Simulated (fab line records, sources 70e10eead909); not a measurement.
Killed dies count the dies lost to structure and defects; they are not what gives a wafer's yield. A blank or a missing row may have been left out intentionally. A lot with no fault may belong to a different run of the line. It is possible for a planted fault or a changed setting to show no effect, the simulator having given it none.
Matching of chambers || flow nand_harc || NHARC_A_CONTACT_ETCH_92 on rie_diel-12 has 4 sister chambers
The step etches the open film in CH3F/O2, target depth 40 nm, time 85.7 s. 4 wafers are shown with their chamber, then 8 later ones without.

WAFERS WITH THEIR CHAMBER
{"wafer": "L087.4", "chamber": 2, "showerhead_plenum_p_Torr (Torr)": 2.31}
{"wafer": "L088.2", "chamber": 3, "showerhead_plenum_p_Torr (Torr)": 2.51}
{"wafer": "L088.6", "chamber": 0, "showerhead_plenum_p_Torr (Torr)": 2.53}
{"wafer": "L093.1", "chamber": 1, "showerhead_plenum_p_Torr (Torr)": 2.62}

WAFERS WITHOUT THEIR CHAMBER
{"wafer": "L093.2", "showerhead_plenum_p_Torr (Torr)": 2.31}
{"wafer": "L093.6", "showerhead_plenum_p_Torr (Torr)": 2.51}
{"wafer": "L092.1", "showerhead_plenum_p_Torr (Torr)": 2.51}
{"wafer": "L092.3", "showerhead_plenum_p_Torr (Torr)": 2.62}
{"wafer": "L092.4", "showerhead_plenum_p_Torr (Torr)": 2.53}
{"wafer": "L097.2", "showerhead_plenum_p_Torr (Torr)": 2.30}
{"wafer": "L097.4", "showerhead_plenum_p_Torr (Torr)": 2.30}
{"wafer": "L097.6", "showerhead_plenum_p_Torr (Torr)": 2.53}

EACH ONE'S CHAMBER
{"wafer": "L093.2", "from the rows above": 2, "in truth": 2}
{"wafer": "L093.6", "from the rows above": 3, "in truth": 3}
{"wafer": "L092.1", "from the rows above": 3, "in truth": 3}
{"wafer": "L092.3", "from the rows above": 1, "in truth": 1}
{"wafer": "L092.4", "from the rows above": 0, "in truth": 0}
{"wafer": "L097.2", "from the rows above": 2, "in truth": 2}
{"wafer": "L097.4", "from the rows above": 2, "in truth": 2}
{"wafer": "L097.6", "from the rows above": 0, "in truth": 0}
Placed correctly: 8 of 8. Left unplaced by these rows: 0. Placed wrongly: 0.
How it was worked out, from the rows above alone: a wafer's distance from a chamber is the root of the sum, over the readings, of the square of ((its reading less the chamber's mean) divided by the reading's scatter). If the next closest chamber is less than 2 further off than the closest, the wafer can't be placed; otherwise it belongs to the closest. For every chamber, the mean is computed from those of its wafers that are shown. The scatter: with one shown wafer a chamber, the root of the mean of the squares of how far each hidden wafer lies from its nearest shown one.
